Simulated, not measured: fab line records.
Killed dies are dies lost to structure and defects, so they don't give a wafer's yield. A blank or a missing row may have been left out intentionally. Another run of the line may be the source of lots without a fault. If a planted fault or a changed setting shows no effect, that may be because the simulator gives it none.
fab line records | flow nand-harc
[record] lots = 5 | wafers = 15 | last-day = 23
route steps=1159 shown A_SGD_CUT@750 A_SLIT@779 END@1159
lots untouched by any fault: they come from a run of this same line in which no faults occurred
start-h: start of the lot's first displayed wafer, in hours after the record's first day | wait-h: hours from the lot's prior step to this one | " same as the row above | L1.1+2: several wafers, shown together as one row | - no value, or no start given | * or withheld: withheld | < > ~ a bound
route shown NAME@n: names a module that has steps shown in the file, with the first one's number in the route | usual: average and standard deviation across the fault-free wafers | same: alike in all rows | chamber/n: place in a boat | sites: readings site by site | _std_site: how widely they spread, as a standard deviation | _edge_site: the outer-site mean with the inner-site mean subtracted | radius-mm: how far each site lies from the wafer's centre | mask NAME#n: copy n | behind: tool/chamber where the wafer was last shaped | hold: reason for holding the lot/hours on hold/outcome of the hold | device: the transistor (n, p or np) that didn't switch | end of line: tests of these same wafers at the route's end | step lacking rows: just its recipe | killed: at the first sort, the dies lost to defects and structure; wafer yield is something else | map: dies across one wafer; x = killed, . = not, _ = none there
set.NAME: the setting as run; set.NAME@STEP: as run at that earlier step | model.NAME: the simulator's own value behind a step, which no gauge read
lots at selected steps of the route; one table per step, one row per wafer
services: the hour from which a tool's chamber was out of use, counted from the record's first day as start-h (under 0 if before that day), plus the number of hours and why
[[steps]]
[step NHARC_A_SGD_CUT_COAT_56]
[recipe] temp-c = 260 | time-s = 75
[step NHARC_A_SGD_CUT_COAT_57]
[recipe] temp-c = 225 | time-s = 65
[step NHARC_A_SGD_CUT_COAT_03]
[recipe] spin-rpm = 1500 | resist-thk-nm = 90
[step NHARC_A_SGD_CUT_SOFTBAKE_04]
[recipe] temp-c = 105 | time-s = 55
[step NHARC_A_SGD_CUT_EBR_05]
[step NHARC_A_SGD_CUT_EXPOSE_06]
[recipe] na = 1.35 | dose-mj = 85.59 | mask-id = SGD
[step NHARC_A_SGD_CUT_PEB_07]
[recipe] peb-temp-c = 100 | peb-time-s = 65
[step NHARC_A_SGD_CUT_DEVELOP_08]
[recipe] develop-time-s = 35 | dev-temp-c = 23
[step NHARC_A_SGD_CUT_DESCUM_14]
[recipe] time-s = 3 | o2-flow-sccm = 200 | ar-flow-sccm = 0 | bias-power-w = 0 | chemistry = O2
[step NHARC_A_SGD_CUT_ETCH_58]
[recipe] target-depth-a = 390 | over-etch-frac = 0.3 | time-s = 65 | ion-energy-ev = 80 | cf4-flow-sccm = 150 | ar-flow-sccm = 0 | rf-w = 300 | bias-w = 100 | chemistry = CF4
[usual] drypump-motor-current-A = 5.7/0.48 | oes-product-au = 1.000/0.01 | rf-vpp-V = 151.5/1.4 | showerhead-plenum-p-Torr = 1.78/0.092 | throttle-valve-pct = 13.285/0.0081
lot.wafer | tool        | chamber | start-h | wait-h | drypump-motor-current-A | oes-product-au | rf-hours-counter-h | rf-vpp-V | showerhead-plenum-p-Torr | throttle-valve-pct
L700.3    | rie-diel-09 | 3       | 326.31  | 0.1    | 5.8                     | 1.010          | 5                  | 153.1    | 1.90                     | 13.281
L700.1    | "           | 0       | "       | "      | 6.2                     | 1.004          | 5                  | 149.3    | 1.67                     | 13.290
L700.6    | "           | 2       | "       | "      | 6.0                     | 0.989          | -                  | 151.0    | 1.89                     | 13.291
L702.3    | rie-diel-08 | 2       | 329.14  | 0.1    | 5.4                     | 0.992          | 3                  | 149.3    | 1.65                     | 13.271
L702.2    | "           | 3       | "       | "      | 5.6                     | 1.002          | 3                  | 150.4    | 1.67                     | 13.287
L702.5    | "           | 0       | "       | "      | 6.4                     | 1.006          | -                  | 153.3    | 1.84                     | 13.285
L712.3    | rie-diel-08 | 3       | 400.76  | 0.1    | 5.6                     | 0.991          | 8                  | 149.9    | 1.67                     | 13.285
L712.2    | "           | 1       | "       | "      | 5.4                     | 1.007          | 8                  | 153.1    | 1.87                     | 13.294
L712.5    | "           | 3       | "       | "      | 5.5                     | 0.984          | -                  | 151.2    | 1.67                     | 13.267
L713.1    | rie-diel-08 | 0       | 402.66  | 0.1    | 6.5                     | 0.989          | 8                  | 153.1    | 1.83                     | 13.283
L713.2    | "           | 1       | "       | "      | 5.4                     | 1.000          | 8                  | 151.5    | 1.87                     | 13.285
L713.5    | "           | 0       | "       | "      | 6.5                     | 1.000          | -                  | 152.5    | 1.83                     | 13.274
L714.1    | rie-diel-08 | 0       | 407.47  | 0.1    | 6.4                     | 1.010          | 9                  | 153.0    | 1.83                     | 13.274
L714.3    | "           | 2       | "       | "      | 5.4                     | 0.990          | 10                 | 149.9    | 1.65                     | 13.289
L714.6    | "           | 1       | "       | "      | 5.4                     | 1.018          | -                  | 151.7    | 1.87                     | 13.274
[step NHARC_A_SGD_CUT_ETCH_59]
[recipe] target-depth-a = 2600 | over-etch-frac = 0.25 | time-s = 406.25 | ion-energy-ev = 200 | n2-flow-sccm = 150 | h2-flow-sccm = 150 | ar-flow-sccm = 0 | rf-w = 400 | bias-w = 150 | chemistry = N2/H2
[step NHARC_A_SGD_CUT_ETCH_15]
[recipe] target-depth-a = 750 | time-s = 64.3 | ch3f-flow-sccm = 50 | o2-flow-sccm = 30 | ar-flow-sccm = 200 | rf-w = 500 | bias-w = 100 | chemistry = CH3F/O2
[step NHARC_A_SGD_CUT_ETCH_16]
[recipe] target-depth-a = 3105 | time-s = 155.2 | c4f8-flow-sccm = withheld | o2-flow-sccm = 8 | ar-flow-sccm = withheld | rf-w = 600 | bias-w = 800 | chemistry = C4F8/O2/Ar
[step NHARC_A_SGD_CUT_STRIP_60]
[recipe] c4f8-flow-sccm = withheld | o2-flow-sccm = 8 | ar-flow-sccm = withheld | bias-w = 0 | chemistry = C4F8/O2/Ar
[step NHARC_A_SGD_CUT_STRIP_17]
[recipe] o2-flow-sccm = 500 | ar-flow-sccm = 0 | bias-w = 0 | chemistry = O2
[step NHARC_A_SGD_CUT_PRECLEAN_18]
[recipe] time-s = * | temp-c = 50 | bath-age-min = 0 | chemistry = SC1
[step NHARC_A_SGD_CUT_SRD_19]
[step NHARC_A_SGD_CUT_DEP_20]
[recipe] target-thk-a = 1500 | temp-c = 65 | material = SiO2
[step NHARC_A_SGD_CUT_ANNEAL_27]
[recipe] temp-c = 450 | time-s = 1800
[step NHARC_A_SGD_CUT_CMP_21]
[recipe] target-thk-nm = 148.19
[step NHARC_A_SGD_CUT_SRD_23]
[step NHARC_A_SGD_CUT_ETCH_26]
[recipe] target-depth-a = 458 | chemistry = dHF | material = SiO2
[step NHARC_A_SGD_CUT_ETCHBACK_24]
[recipe] target-depth-a = 500 | over-etch-frac = 0.3 | time-s = 92.857 | ion-energy-ev = 120 | ch3f-flow-sccm = 50 | o2-flow-sccm = 30 | ar-flow-sccm = 200 | rf-w = 500 | bias-w = 100 | chemistry = CH3F/O2
[step NHARC_A_SGD_CUT_STRIP_28]
[recipe] time-s = 20 | o2-flow-sccm = 500 | ar-flow-sccm = 0 | bias-w = 0 | chemistry = O2
[step NHARC_A_SLIT_DEP_25]
[recipe] target-thk-a = 2000 | temp-c = 400 | pressure-torr = 6.5 | rf-w = 900 | teos-flow-sccm = 161.4 | flow-sccm = 2650 | target-thk-nm = 200 | gas = O2 | material = SiO2
[step NHARC_A_SLIT_DEP_00]
[recipe] target-thk-a = 32000 | temp-c = 400 | material = aC
[step NHARC_A_SLIT_DEP_23]
[recipe] target-thk-a = 1000 | target-thk-nm = 100 | temp-c = 400 | pressure-torr = 3.5 | flow-sccm = 200 | rf-w = 350 | material = SiON
[step NHARC_A_SLIT_DEHYDRATE_01]
[recipe] temp-c = 150 | time-s = 120
[step NHARC_A_SLIT_HMDS_02]
[recipe] time-s = 30
[step NHARC_A_SLIT_COAT_03]
[recipe] spin-rpm = 1500 | resist-thk-nm = 90
[step NHARC_A_SLIT_SOFTBAKE_04]
[recipe] temp-c = 105 | time-s = 55
[step NHARC_A_SLIT_EBR_05]
[step NHARC_A_SLIT_EXPOSE_06]
[recipe] na = 1.35 | dose-mj = 60.82 | mask-id = SLIT
[step NHARC_A_SLIT_PEB_07]
[recipe] peb-temp-c = 100 | peb-time-s = 65
[step NHARC_A_SLIT_DEVELOP_08]
[recipe] develop-time-s = 35 | dev-temp-c = 23
[step NHARC_END_SORT_01]
[recipe] temp-c = 25
[usual] killed-at-array = 29/11 | killed-at-other = 0.7/1.1 | killed-at-periphery = 3.1/2 | killed-dies = 33/11 | killed-open = 3.5/1.8 | killed-short = 2.0/1.4
[same] gross-dies = 677
lot.wafer | tool      | chamber | start-h | wait-h | killed-at-array | killed-at-other | killed-at-periphery | killed-dies | killed-open | killed-short
L712.2    | prober-01 | 0       | 529.25  | 2.8    | 105             | 2               | 3                   | 110         | 3           | 1
L713.2    | prober-01 | 0       | 539.59  | 2.8    | 107             | 2               | 1                   | 110         | 2           | 1
L714.6    | prober-01 | 0       | 550.61  | 4.0    | 118             | 0               | 1                   | 119         | 2           | 1
// killed by level:class
L712.2 A_SGD_CUT:unspecified=77 A_CHANNEL_HOLE_D1:chamber-film-flake=14 A_STAIRCASE:chamber-film-flake=6 A_CONTACT:chamber-film-flake=5 THIN_TSV:chamber-film-flake=2 P_GATE:geometric-particle:open=1 P_M0:geometric-particle:open=1 A_CHANNEL_FILL_D1:geometric-particle:open=1
L713.2 A_SGD_CUT:unspecified=73 A_SLIT:chamber-film-flake=16 A_CHANNEL_HOLE_D1:chamber-film-flake=9 A_STAIRCASE:chamber-film-flake=5 A_CONTACT:chamber-film-flake=2 THIN_TSV:chamber-film-flake=2 P_STI:geometric-particle:open=1 A_CONTACT:geometric-particle:open=1
L714.6 A_SGD_CUT:unspecified=70 A_SLIT:chamber-film-flake=18 A_CHANNEL_HOLE_D1:chamber-film-flake=15 A_STAIRCASE:chamber-film-flake=12 P_M0:geometric-particle:open=1 A_CHANNEL_FILL_D1:geometric-particle:open=1 A_CONTACT:geometric-particle:short=1 A_BLC:chamber-film-flake=1
// map L712.2 (x killed, . not)
____________.____________
_________......._________
_______..........._______
______.x.....x.....______
_____...xx.........._____
____.................____
____.................____
___....x..............___
___.....x.............___
__.....................__
__.....................__
_....................x.._
_......................._
_....x.................._
_......................._
_......................._
.........................
.........................
x........................
....................x....
..........x.x............
_.....x..xxxx.........x._
_......xxxxxxx.........._
_......xxxxxxxxxx......._
_......xxxxxxxxx........_
_......xxxxxxxx.x..x.x.._
__....xxxxxxxxxx.x.....__
__.....xxxxxxxx.x......__
___....xxxxxxxx.x.....___
___....xx.xxxx.xx.....___
____....xxxxx.x......____
____..x..xx.x.x......____
_____.....xx..x....._____
______.......x.....______
_______......x.x.._______
_________......._________
____________x____________
// map L713.2 (x killed, . not)
____________.____________
_________......._________
_______...x......._______
______.............______
_____............xx._____
____.............xx..____
____...........x.xxxx____
___..............xxxx.___
___...........x......x___
__...............xx....__
__.....................__
_......................._
_.................x....._
_.x.xxx................._
_.....x.....x..........._
_.......x..............._
.........................
....x..............x.....
.........................
....xx.....x.........x...
..x.........x.x..........
_......xx.xx............_
_......xxxxxx..........._
_......x.xxxxxxx........_
_.......xxxxxx.........._
_......xxxxxxxx........._
__....xxxxxxxx........x__
__......xxxxxxx........__
___....xxxxxxx........___
___....xxxxxx.x.x.....___
____...xxxxx.x.......____
____........x........____
_____......x........_____
______......x..x...______
_______..........._______
_________.....xx_________
____________.____________
[[services]]
tool        | chamber | start-h | hours | kind
rie-diel-08 | 0       | 310.80  | -     | clean
rie-diel-08 | 1       | 310.80  | -     | clean
rie-diel-08 | 2       | 310.80  | -     | clean
rie-diel-08 | 3       | 310.80  | -     | clean
rie-diel-09 | 0       | 312.24  | -     | clean
rie-diel-09 | 1       | 312.24  | -     | clean
rie-diel-09 | 2       | 312.24  | -     | clean
rie-diel-09 | 2       | 321.92  | 1.5   | repair
rie-diel-08 | 0       | 335.35  | -     | clean
rie-diel-08 | 1       | 335.35  | -     | clean
rie-diel-08 | 2       | 335.35  | -     | clean
rie-diel-08 | 3       | 335.35  | -     | clean
rie-diel-08 | 3       | 342.73  | 6.7   | repair
rie-diel-08 | 0       | 359.85  | -     | clean
rie-diel-08 | 1       | 359.85  | -     | clean
rie-diel-08 | 2       | 359.85  | -     | clean
rie-diel-08 | 3       | 359.85  | -     | clean
rie-diel-09 | 3       | 371.55  | 1.4   | repair
rie-diel-08 | 0       | 379.71  | 1.7   | repair
rie-diel-08 | 0       | 384.35  | -     | clean
rie-diel-08 | 1       | 384.35  | -     | clean
rie-diel-08 | 2       | 384.35  | -     | clean
rie-diel-08 | 3       | 384.35  | -     | clean
rie-diel-09 | -       | 395.36  | 0.7   | repair
[[key]]
[first-sign] step = NHARC_END_SORT_01 | reading = killed-at-array | direction = up | sigmas = 7.6 | usual = 29 | struck = 110
[effect] step = NHARC_END_SORT_01 | reading = killed-dies | direction = up | sigmas = 7.5 | usual = 33 | struck = 113
[more-kills-born-at] NHARC_A_SGD_CUT_ETCH_58@rie-diel-08 = 220
met-at NHARC_A_SGD_CUT_ETCH_58
struck-wafers L712.2,L713.2,L714.6
tester-left-out L712,L713,L714
[fault] kind = chamber-particle-source | tool = rie-diel-08 | chamber = 1 | onset-h = 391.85 | steps = NHARC_A_SGD_CUT_ETCH_58 | rate-per-visit-cm2 = 0.58638 | end-h = 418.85
// tester-left-out: of these lots the tester's yield and bins aren't shown, on N5 and GAA mostly nor the transistor test; their killed dies are dies lost to structure and defects alone, not to doping, threshold or leakage, so they don't give the yield
